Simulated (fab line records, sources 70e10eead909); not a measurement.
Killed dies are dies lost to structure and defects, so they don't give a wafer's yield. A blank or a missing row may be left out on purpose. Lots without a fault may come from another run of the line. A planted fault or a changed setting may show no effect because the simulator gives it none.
Which tool did it? | flow nand_harc | 24 lots, 72 wafers sampled, at 6 steps of a route of 1302

WHAT THE GAUGES READ, wafer by wafer
NHARC_P_STI_OCD_MEAS_17.
lot  | measured     | on     | trench_depth_nm (nm) | trench_foot_cd_nm (nm)
L074 | day 2 22:40  | ocd-02 | 296 307 296          | 158 162 165
L075 | day 3 08:23  | ocd-02 | 294 307 301          | 152 152 156
L076 | day 3 17:14  | ocd-01 | 306 297 299          | 152 153 150
L077 | day 4 05:56  | ocd-01 | 304 294 298          | 153 161 156
L078 | day 4 14:25  | ocd-01 | 302 307 302          | 162 157 156
L079 | day 4 22:21  | ocd-01 | 306 295 297          | 156 156 154
L080 | day 5 08:49  | ocd-01 | 297 300 291          | 156 159 156
L081 | day 5 17:48  | ocd-01 | 307 297 306          | 153 156 159
L082 | day 6 05:43  | ocd-02 | 296 297 295          | 160 164 159
L083 | day 6 17:25  | ocd-01 | 286 306 312          | 159 160 156
L084 | day 7 04:22  | ocd-02 | 308 306 301          | 154 157 156
L085 | day 7 13:11  | ocd-01 | 306 303 315          | 155 163 156
L086 | day 7 20:40  | ocd-02 | 306 308 287          | 157 153 156
L087 | day 8 05:40  | ocd-02 | 303 310 300          | 159 163 166
L088 | day 8 15:59  | ocd-02 | 311 304 302          | 159 153 153
L089 | day 9 02:56  | ocd-01 | 298 302 292          | 156 152 154
L090 | day 9 14:26  | ocd-02 | 293 288 295          | 161 160 154
L091 | day 9 22:47  | ocd-01 | 299 293 299          | 160 156 162
L092 | day 10 18:58 | ocd-02 | 304 298 295          | 161 158 157
L093 | day 10 18:22 | ocd-02 | 300 291 309          | 161 161 163
L094 | day 11 07:19 | ocd-02 | 298 301 304          | 162 155 161
L095 | day 11 17:20 | ocd-02 | 305 293 299          | 159 161 159
L096 | day 12 05:31 | ocd-01 | 299 300 308          | 155 160 153
L097 | day 12 09:44 | ocd-01 | 290 296 300          | 153 155 156

NHARC_P_CONTACT_OVL_MEAS_13.
lot  | measured     | on         | overlay_x_nm (nm) | overlay_y_nm (nm)
L074 | day 5 20:25  | overlay-02 | -0.7 -0.8 -1.1    | 0.3 0.1 0.2
L075 | day 6 07:16  | overlay-02 | -0.5 0.3 0.4      | 0.4 0.6 0.1
L076 | day 6 16:22  | overlay-02 | 1.1 0.8 1.3       | -1.0 -1.1 -1.1
L077 | day 7 08:23  | overlay-02 | 1.2 0.6 0.5       | -0.6 -0.7 -0.8
L078 | day 7 12:26  | overlay-02 | -0.5 -0.5 0.2     | 0.2 1.1 0.9
L079 | day 7 19:43  | overlay-01 | 0.4 0.7 0.9       | 1.2 0.9 1.2
L080 | day 8 15:25  | overlay-02 | 0.0 0.3 0.5       | 0.5 0.5 0.8
L081 | day 8 22:05  | overlay-01 | 1.2 0.9 0.7       | -0.7 -0.6 -0.6
L082 | day 9 06:04  | overlay-02 | 0.0 -0.1 0.0      | -0.1 0.1 0.1
L083 | day 9 23:02  | overlay-02 | 0.5 0.5 0.2       | 0.9 0.6 0.7
L084 | day 10 02:24 | overlay-02 | 1.0 0.7 0.3       | 1.4 1.9 1.7
L085 | day 10 10:16 | overlay-01 | 0.7 0.4 0.3       | 1.4 0.3 0.8
L086 | day 10 18:59 | overlay-02 | -0.2 -0.1 0.3     | 0.7 0.9 1.1
L087 | day 11 02:07 | overlay-02 | 1.3 1.4 0.8       | 0.4 1.2 1.1
L088 | day 12 02:24 | overlay-01 | 0.3 -0.6 0.0      | -0.7 0.0 0.0
L089 | day 12 03:13 | overlay-01 | 0.3 0.1 0.0       | 0.6 0.2 0.9
L090 | day 13 05:30 | overlay-01 | 0.9 1.1 0.6       | 0.5 0.1 0.8
L091 | day 13 04:47 | overlay-02 | 0.2 0.4 -0.4      | -0.7 -0.1 -0.6
L092 | day 13 18:31 | overlay-01 | 0.0 0.0 -0.7      | -0.7 -0.3 0.1
L093 | day 13 17:46 | overlay-02 | 0.7 0.9 0.7       | 0.2 0.6 0.3
L094 | day 14 10:10 | overlay-02 | -0.3 -0.4 -0.7    | -0.9 -0.3 -0.5
L095 | day 14 21:25 | overlay-02 | -0.5 -0.5 -0.4    | 1.8 1.8 2.3
L096 | day 15 02:48 | overlay-01 | -0.8 -0.8 -0.1    | 0.1 0.0 0.0
L097 | day 15 03:37 | overlay-01 | 0.2 1.2 0.0       | -1.6 -1.5 -1.8

WHICH TOOL RAN EACH LOT (tool, then ch and the chambers of the sampled wafers, then the start)
lot  | NHARC_P_ZERO_WELL_DESCUM_54        | NHARC_P_GATE_ETCH_104              | NHARC_P_GATE_DESCUM_48             | NHARC_P_GATE_DEGAS_109
L074 | rie_diel-04 ch 0,2,3, day 2 02:22  | rie_diel-01 ch 1,2, day 5 00:38    | rie_diel-13 ch 1,2, day 5 12:32    | pvd_sputter-03, day 5 17:45
L075 | rie_diel-04 ch 0,2,3, day 2 12:16  | rie_diel-13 ch 1,2, day 5 11:23    | rie_diel-01 ch 0,1, day 5 23:19    | pvd_sputter-02, day 6 04:38
L076 | rie_diel-04 ch 0,1,3, day 2 21:55  | rie_diel-07 ch 1,2, day 5 20:34    | rie_diel-01 ch 0,1,3, day 6 08:25  | pvd_sputter-01, day 6 13:50
L077 | rie_diel-04 ch 0,3, day 3 09:26    | rie_diel-07 ch 1,2,3, day 6 12:47  | rie_diel-13 ch 0,2, day 7 00:35    | pvd_sputter-03, day 7 05:50
L078 | rie_diel-12 ch 0,2,3, day 3 17:43  | rie_diel-07 ch 0,1,3, day 6 16:41  | rie_diel-07 ch 1,3, day 7 04:31    | pvd_sputter-01, day 7 09:55
L079 | rie_diel-12 ch 0,3, day 4 04:10    | rie_diel-07 ch 1,3, day 6 23:53    | rie_diel-07 ch 1,2, day 7 11:47    | pvd_sputter-02, day 7 17:04
L080 | rie_diel-04 ch 1,2, day 4 13:46    | rie_diel-01 ch 0,1,2, day 7 19:42  | rie_diel-13 ch 1,2, day 8 07:30    | pvd_sputter-03, day 8 12:47
L081 | rie_diel-04 ch 0,2,3, day 4 23:52  | rie_diel-01 ch 1,2,3, day 8 02:12  | rie_diel-13 ch 1,2,3, day 8 14:02  | pvd_sputter-03, day 8 19:26
L082 | rie_diel-04 ch 0,2,3, day 5 09:54  | rie_diel-13 ch 0,1, day 8 10:18    | rie_diel-07 ch 1,2,3, day 8 22:07  | pvd_sputter-02, day 9 03:25
L083 | rie_diel-04 ch 0,2,3, day 5 19:56  | rie_diel-07 ch 0,2,3, day 9 03:11  | rie_diel-13 ch 0,1,3, day 9 15:06  | pvd_sputter-01, day 9 20:23
L084 | rie_diel-04 ch 1,3, day 6 05:54    | rie_diel-07 ch 0,1, day 9 04:24    | rie_diel-13 ch 0,2,3, day 9 18:20  | pvd_sputter-02, day 9 23:44
L085 | rie_diel-05 ch 0,1,2, day 6 16:01  | rie_diel-13 ch 0,3, day 9 14:28    | rie_diel-13 ch 0,1, day 10 02:20   | pvd_sputter-03, day 10 07:37
L086 | rie_diel-12 ch 1,2, day 7 01:56    | rie_diel-01 ch 0,3, day 9 22:28    | rie_diel-13 ch 0,1, day 10 10:47   | pvd_sputter-02, day 10 16:14
L087 | rie_diel-12 ch 0,1,3, day 7 11:56  | rie_diel-01 ch 0,1,3, day 10 06:22 | rie_diel-01 ch 0,2,3, day 10 18:22 | pvd_sputter-02, day 10 23:35
L088 | rie_diel-04 ch 0,2,3, day 7 22:04  | rie_diel-13 ch 0,1,3, day 11 06:25 | rie_diel-13 ch 1,2,3, day 11 18:21 | pvd_sputter-03, day 11 23:44
L089 | rie_diel-12 ch 0,1,3, day 8 07:46  | rie_diel-01 ch 1,2,3, day 11 07:16 | rie_diel-13 ch 1,2,3, day 11 19:09 | pvd_sputter-01, day 12 00:34
L090 | rie_diel-05 ch 0,2, day 8 17:55    | rie_diel-13 ch 2,3, day 12 09:23   | rie_diel-07 ch 0,2,3, day 12 21:23 | pvd_sputter-03, day 13 02:52
L091 | rie_diel-04 ch 0,2,3, day 9 03:55  | rie_diel-01 ch 0,1,3, day 12 09:14 | rie_diel-13 ch 0,2,3, day 12 20:57 | pvd_sputter-01, day 13 02:07
L092 | rie_diel-04 ch 0,1,3, day 9 16:04  | rie_diel-01 ch 0,1,3, day 12 22:44 | rie_diel-13 ch 2,3, day 13 10:33   | pvd_sputter-01, day 13 15:59
L093 | rie_diel-05 ch 0,1,3, day 10 00:10 | rie_diel-13 ch 0,1, day 12 21:55   | rie_diel-01 ch 0,1, day 13 09:41   | pvd_sputter-02, day 13 15:07
L094 | rie_diel-04 ch 0,1,3, day 10 10:05 | rie_diel-01 ch 0,3, day 13 13:53   | rie_diel-13 ch 0,1, day 14 01:55   | pvd_sputter-01, day 14 07:31
L095 | rie_diel-04 ch 0,1,2, day 10 20:34 | rie_diel-07 ch 0,1,2, day 14 01:43 | rie_diel-01 ch 0,2,3, day 14 13:37 | pvd_sputter-01, day 14 18:54
L096 | rie_diel-05 ch 0,2,3, day 11 06:04 | rie_diel-01 ch 0,1,3, day 14 07:06 | rie_diel-07 ch 1,2,3, day 14 18:58 | pvd_sputter-01, day 15 00:07
L097 | rie_diel-12 ch 0,1, day 11 16:06   | rie_diel-01 ch 1,2,3, day 14 07:44 | rie_diel-01 ch 0,1, day 14 19:38   | pvd_sputter-02, day 15 01:07
- NHARC_P_ZERO_WELL_DESCUM_54: chemistry O2, time 3 s.
- NHARC_P_GATE_ETCH_104: etches the open film in CF4/CHF3, target depth 60 nm.
- NHARC_P_GATE_DESCUM_48: chemistry O2, time 3 s.
- NHARC_P_GATE_DEGAS_109: time 60 s.

WHAT THE TOOLS THEMSELVES READ (means of the sampled wafers that have a number; where no wafer has one, the mark that the record gives instead)
NHARC_P_ZERO_WELL_DESCUM_54.
lot  | tool        | drypump_motor_current_A (A) | oes_product_au (a.u.) | rf_vpp_V (V) | showerhead_plenum_p_Torr (Torr) | throttle_valve_pct (%)
L074 | rie_diel-04 | 5.90                        | 1.012                 | 58.8         | 1.98                            | 11.315
L075 | rie_diel-04 | 5.91                        | 1.011                 | 58.1         | 1.98                            | 11.305
L076 | rie_diel-04 | 5.67                        | 1.002                 | 57.4         | 1.96                            | 11.314
L077 | rie_diel-04 | 5.79                        | 1.019                 | 57.9         | 1.94                            | 11.304
L078 | rie_diel-12 | 5.75                        | 0.994                 | 57.0         | 1.89                            | 11.308
L079 | rie_diel-12 | 5.75                        | 1.004                 | 57.9         | 1.87                            | 11.313
L080 | rie_diel-04 | 5.80                        | 0.999                 | 57.6         | 2.01                            | 11.302
L081 | rie_diel-04 | 5.92                        | 1.008                 | 58.3         | 1.97                            | 11.306
L082 | rie_diel-04 | 5.90                        | 1.010                 | 58.0         | 1.97                            | 11.319
L083 | rie_diel-04 | 5.90                        | 1.012                 | 57.4         | 1.97                            | 11.317
L084 | rie_diel-04 | 5.54                        | 1.002                 | 57.6         | 1.94                            | 11.313
L085 | rie_diel-05 | 5.86                        | 0.999                 | 57.6         | 1.88                            | 11.316
L086 | rie_diel-12 | 5.81                        | 0.996                 | 57.7         | 1.94                            | 11.308
L087 | rie_diel-12 | 5.75                        | 0.982                 | 57.9         | 1.88                            | 11.302
L088 | rie_diel-04 | 5.89                        | 1.010                 | 58.0         | 1.96                            | 11.304
L089 | rie_diel-12 | 5.75                        | 0.981                 | 57.7         | 1.88                            | 11.306
L090 | rie_diel-05 | 5.85                        | 0.992                 | 57.6         | 1.91                            | 11.299
L091 | rie_diel-04 | 5.92                        | 1.010                 | 57.7         | 1.96                            | 11.305
L092 | rie_diel-04 | 5.69                        | 1.012                 | 58.0         | 1.94                            | 11.317
L093 | rie_diel-05 | 5.75                        | 0.996                 | 57.2         | 1.86                            | 11.301
L094 | rie_diel-04 | 5.69                        | 1.006                 | 57.4         | 1.94                            | 11.310
L095 | rie_diel-04 | 5.90                        | 1.000                 | 57.6         | 1.98                            | 11.303
L096 | rie_diel-05 | 5.76                        | 0.999                 | 57.5         | 1.88                            | 11.312
L097 | rie_diel-12 | 5.82                        | 0.997                 | 57.2         | 1.91                            | 11.299

NHARC_P_GATE_ETCH_104.
lot  | tool        | cf4_flow_sccm (sccm) | drypump_motor_current_A (A) | oes_product_au (a.u.) | rf_vpp_V (V) | showerhead_plenum_p_Torr (Torr) | throttle_valve_pct (%)
L074 | rie_diel-01 | 100.2                | 5.4                         | 0.955                 | 372.9        | 1.63                            | 16.806
L075 | rie_diel-13 | 100.1                | 6.0                         | 0.930                 | 372.3        | 1.66                            | 16.791
L076 | rie_diel-07 | 100.0                | 5.2                         | 0.931                 | 372.0        | 1.60                            | 16.806
L077 | rie_diel-07 | 99.7                 | 5.5                         | 0.963                 | 370.3        | 1.56                            | 16.800
L078 | rie_diel-07 | 99.9                 | 5.7                         | 0.960                 | 370.2        | 1.58                            | 16.800
L079 | rie_diel-07 | 99.8                 | 5.2                         | 0.958                 | 372.3        | 1.62                            | 16.792
L080 | rie_diel-01 | 100.4                | 5.8                         | 0.965                 | 373.2        | 1.62                            | 16.799
L081 | rie_diel-01 | 100.4                | 5.6                         | 0.976                 | 369.4        | 1.57                            | 16.808
L082 | rie_diel-13 | 100.1                | 5.4                         | 0.974                 | 371.6        | 1.60                            | 16.807
L083 | rie_diel-07 | 99.8                 | 5.9                         | 0.948                 | 368.3        | 1.51                            | 16.805
L084 | rie_diel-07 | 100.2                | 6.0                         | 0.946                 | 370.2        | 1.57                            | 16.795
L085 | rie_diel-13 | 100.1                | 6.0                         | 0.935                 | 368.2        | 1.54                            | 16.802
L086 | rie_diel-01 | 99.9                 | 6.0                         | 0.992                 | 370.9        | 1.60                            | 16.811
L087 | rie_diel-01 | 100.2                | 5.8                         | 0.992                 | 372.0        | 1.61                            | 16.800
L088 | rie_diel-13 | 100.0                | 5.6                         | 0.965                 | 372.0        | 1.59                            | 16.798
L089 | rie_diel-01 | 100.2                | 5.6                         | 0.982                 | 370.6        | 1.56                            | 16.795
L090 | rie_diel-13 | 99.8                 | 6.5                         | 0.947                 | 372.1        | 1.61                            | 16.812
L091 | rie_diel-01 | 100.0                | 5.8                         | 0.935                 | 372.1        | 1.60                            | 16.802
L092 | rie_diel-01 | 100.1                | 5.8                         | 0.948                 | 372.1        | 1.60                            | 16.801
L093 | rie_diel-13 | 100.0                | 5.2                         | 0.938                 | 372.7        | 1.64                            | 16.800
L094 | rie_diel-01 | 100.3                | 6.1                         | 0.929                 | 371.1        | 1.59                            | 16.817
L095 | rie_diel-07 | 100.1                | 5.7                         | 0.967                 | 370.1        | 1.55                            | 16.795
L096 | rie_diel-01 | 100.1                | 5.8                         | 0.929                 | 371.3        | 1.61                            | 16.807
L097 | rie_diel-01 | 100.2                | 5.6                         | 0.974                 | 371.3        | 1.56                            | 16.802

NHARC_P_GATE_DESCUM_48.
lot  | tool        | drypump_motor_current_A (A) | oes_product_au (a.u.) | rf_vpp_V (V) | showerhead_plenum_p_Torr (Torr) | throttle_valve_pct (%)
L074 | rie_diel-13 | 6.0                         | 1.010                 | 57.4         | 2.02                            | 11.312
L075 | rie_diel-01 | 5.5                         | 1.003                 | 57.8         | 2.05                            | 11.301
L076 | rie_diel-01 | 5.7                         | 1.022                 | 58.4         | 1.96                            | 11.311
L077 | rie_diel-13 | 6.0                         | 0.998                 | 58.1         | 1.94                            | 11.309
L078 | rie_diel-07 | 5.5                         | 0.976                 | 58.5         | 1.92                            | 11.309
L079 | rie_diel-07 | 5.2                         | 1.005                 | 57.6         | 1.94                            | 11.308
L080 | rie_diel-13 | 6.0                         | 1.019                 | 57.9         | 2.02                            | 11.309
L081 | rie_diel-13 | 5.9                         | 1.019                 | 57.0         | 1.97                            | 11.306
L082 | rie_diel-07 | 5.4                         | 0.995                 | 57.6         | 1.89                            | 11.311
L083 | rie_diel-13 | 5.6                         | 1.011                 | 57.7         | 1.94                            | 11.318
L084 | rie_diel-13 | 6.2                         | 1.012                 | 57.6         | 1.93                            | 11.305
L085 | rie_diel-13 | 5.2                         | 1.004                 | 58.0         | 1.99                            | 11.300
L086 | rie_diel-13 | 5.2                         | 1.003                 | 58.0         | 1.99                            | 11.310
L087 | rie_diel-01 | 6.0                         | 1.002                 | 58.4         | 1.89                            | 11.306
L088 | rie_diel-13 | 5.9                         | 1.009                 | 57.8         | 1.97                            | 11.307
L089 | rie_diel-13 | 5.9                         | 1.014                 | 57.2         | 1.97                            | 11.309
L090 | rie_diel-07 | 5.9                         | 0.989                 | 57.1         | 1.84                            | 11.315
L091 | rie_diel-13 | 6.2                         | 1.009                 | 57.9         | 1.92                            | 11.318
L092 | rie_diel-13 | 6.4                         | 1.016                 | 58.2         | 1.91                            | 11.311
L093 | rie_diel-01 | 5.5                         | 1.012                 | 57.7         | 2.04                            | 11.314
L094 | rie_diel-13 | 5.2                         | 1.003                 | 56.7         | 1.99                            | 11.309
L095 | rie_diel-01 | 6.0                         | 1.009                 | 56.9         | 1.89                            | 11.312
L096 | rie_diel-07 | 5.5                         | 0.992                 | 58.4         | 1.89                            | 11.306
L097 | rie_diel-01 | 5.9                         | 1.016                 | 57.6         | 2.02                            | 11.310

NHARC_P_GATE_DEGAS_109.
lot  | tool           | heater_power_w (W)
L074 | pvd_sputter-03 | 465
L075 | pvd_sputter-02 | 532
L076 | pvd_sputter-01 | 471
L077 | pvd_sputter-03 | 462
L078 | pvd_sputter-01 | 494
L079 | pvd_sputter-02 | 479
L080 | pvd_sputter-03 | 452
L081 | pvd_sputter-03 | 453
L082 | pvd_sputter-02 | 476
L083 | pvd_sputter-01 | 461
L084 | pvd_sputter-02 | 506
L085 | pvd_sputter-03 | 471
L086 | pvd_sputter-02 | 443
L087 | pvd_sputter-02 | 487
L088 | pvd_sputter-03 | 480
L089 | pvd_sputter-01 | 485
L090 | pvd_sputter-03 | 445
L091 | pvd_sputter-01 | 464
L092 | pvd_sputter-01 | 499
L093 | pvd_sputter-02 | 502
L094 | pvd_sputter-01 | 498
L095 | pvd_sputter-01 | 492
L096 | pvd_sputter-01 | 479
L097 | pvd_sputter-02 | 470

THE ANSWER, worked out from the rows above alone
Rule: what is usual is taken from the lots themselves. Put in order of their means at a reading, lots are off if they are a third of the lots or fewer, leave a main group of 4 or more, and stand apart from it by a gap of 3 or more times the standard deviation of the main group's means; of several such gaps the widest counts. A main group whose means are all the same, to the digits that the tables above print for the reading, isn't used. A lot without any number at a reading at which 4 lots or more have one is off too. The other lots that the step has rows for count as sound. The gauges are gone through in route order, then the tools' own readings, and for those a lot's mean is taken as printed above. The first step at which some lot is off is used, and at that step the reading that is off furthest; a lot without a number counts as furthest.
No lot is off at any reading shown: from this, nothing can be told.

WHAT THE SIMULATOR HAD PUT IN
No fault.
